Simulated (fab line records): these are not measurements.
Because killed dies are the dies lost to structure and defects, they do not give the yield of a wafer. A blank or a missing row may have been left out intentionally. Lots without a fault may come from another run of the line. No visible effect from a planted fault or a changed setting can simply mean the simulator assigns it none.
Matching of chambers || flow n5Finfet || pecvd-03 running N5_BEOL_M12_DEP_53: 3 sister chambers
The step deposits SiCN from 3MS/NH3, target thk 30 nm, time 10.5 s. 16 wafers are shown with their chamber, then 8 later ones without.

== WAFERS PAIRED WITH THEIR CHAMBERS ==
{"wafer": "L074.3", "chamber": 1, "throttleValvePct (%)": 18.9, "showerheadPlenumPTorr (Torr)": 4.164}
{"wafer": "L074.4", "chamber": 0, "throttleValvePct (%)": 17.8, "showerheadPlenumPTorr (Torr)": 4.175}
{"wafer": "L074.6", "chamber": 2, "throttleValvePct (%)": 16.2, "showerheadPlenumPTorr (Torr)": 4.121}
{"wafer": "L076.1", "chamber": 0, "throttleValvePct (%)": 18.0, "showerheadPlenumPTorr (Torr)": 4.160}
{"wafer": "L076.4", "chamber": 1, "throttleValvePct (%)": 19.3, "showerheadPlenumPTorr (Torr)": 4.169}
{"wafer": "L076.6", "chamber": 2, "throttleValvePct (%)": 16.1, "showerheadPlenumPTorr (Torr)": 4.133}
{"wafer": "L081.1", "chamber": 1, "throttleValvePct (%)": 19.3, "showerheadPlenumPTorr (Torr)": 4.172}
{"wafer": "L081.2", "chamber": 0, "throttleValvePct (%)": 18.1, "showerheadPlenumPTorr (Torr)": 4.172}
{"wafer": "L081.5", "chamber": 1, "throttleValvePct (%)": 19.2, "showerheadPlenumPTorr (Torr)": 4.168}
{"wafer": "L083.2", "chamber": 0, "throttleValvePct (%)": 17.9, "showerheadPlenumPTorr (Torr)": 4.169}
{"wafer": "L083.3", "chamber": 2, "throttleValvePct (%)": 16.4, "showerheadPlenumPTorr (Torr)": 4.126}
{"wafer": "L083.4", "chamber": 0, "throttleValvePct (%)": 17.8, "showerheadPlenumPTorr (Torr)": 4.172}
{"wafer": "L085.1", "chamber": 1, "throttleValvePct (%)": 18.9, "showerheadPlenumPTorr (Torr)": 4.172}
{"wafer": "L085.2", "chamber": 0, "throttleValvePct (%)": 18.1, "showerheadPlenumPTorr (Torr)": 4.170}
{"wafer": "L085.3", "chamber": 2, "throttleValvePct (%)": 16.2, "showerheadPlenumPTorr (Torr)": 4.129}
{"wafer": "L084.2", "chamber": 1, "throttleValvePct (%)": 18.8, "showerheadPlenumPTorr (Torr)": 4.162}

SIGNATURES (averages over the wafers above)
{"reading": "throttleValvePct", "chamber 0": 17.950, "chamber 1": 19.067, "chamber 2": 16.225, "scatter within a chamber": 0.174}
{"reading": "showerheadPlenumPTorr", "chamber 0": 4.16967, "chamber 1": 4.16783, "chamber 2": 4.12725, "scatter within a chamber": 0.00476}
Rule: for a wafer and a chamber, the distance is found by dividing, reading by reading, the gap between the wafer's reading and the chamber's mean by the reading's scatter, squaring, summing and taking the root. If the next closest chamber is less than 2 further off than the closest, the wafer can't be placed; otherwise it belongs to the closest. The scatter: the root of (the sum of the squares of (reading less its chamber's mean) over the shown wafers, divided by (wafers less chambers)).

== WAFERS MISSING THEIR CHAMBER ==
{"wafer": "L084.4", "throttleValvePct (%)": 16.1, "showerheadPlenumPTorr (Torr)": 4.124}
{"wafer": "L084.5", "throttleValvePct (%)": 19.0, "showerheadPlenumPTorr (Torr)": 4.180}
{"wafer": "L093.1", "throttleValvePct (%)": 16.5, "showerheadPlenumPTorr (Torr)": 4.124}
{"wafer": "L093.5", "throttleValvePct (%)": 19.3, "showerheadPlenumPTorr (Torr)": 4.166}
{"wafer": "L093.6", "throttleValvePct (%)": 16.6, "showerheadPlenumPTorr (Torr)": 4.133}
{"wafer": "L097.1", "throttleValvePct (%)": 19.2, "showerheadPlenumPTorr (Torr)": 4.164}
{"wafer": "L097.2", "throttleValvePct (%)": 16.5, "showerheadPlenumPTorr (Torr)": 4.138}
{"wafer": "L097.4", "throttleValvePct (%)": 18.2, "showerheadPlenumPTorr (Torr)": 4.171}

== THE CHAMBER EACH PASSED THROUGH ==
{"wafer": "L084.4", "from the rows above": 2, "in truth": 2}
{"wafer": "L084.5", "from the rows above": 1, "in truth": 1}
{"wafer": "L093.1", "from the rows above": 2, "in truth": 2}
{"wafer": "L093.5", "from the rows above": 1, "in truth": 1}
{"wafer": "L093.6", "from the rows above": 2, "in truth": 2}
{"wafer": "L097.1", "from the rows above": 1, "in truth": 1}
{"wafer": "L097.2", "from the rows above": 2, "in truth": 2}
{"wafer": "L097.4", "from the rows above": 0, "in truth": 0}
8 of 8 placed correctly. Left unplaced by these rows: 0. Number placed wrongly: 0.
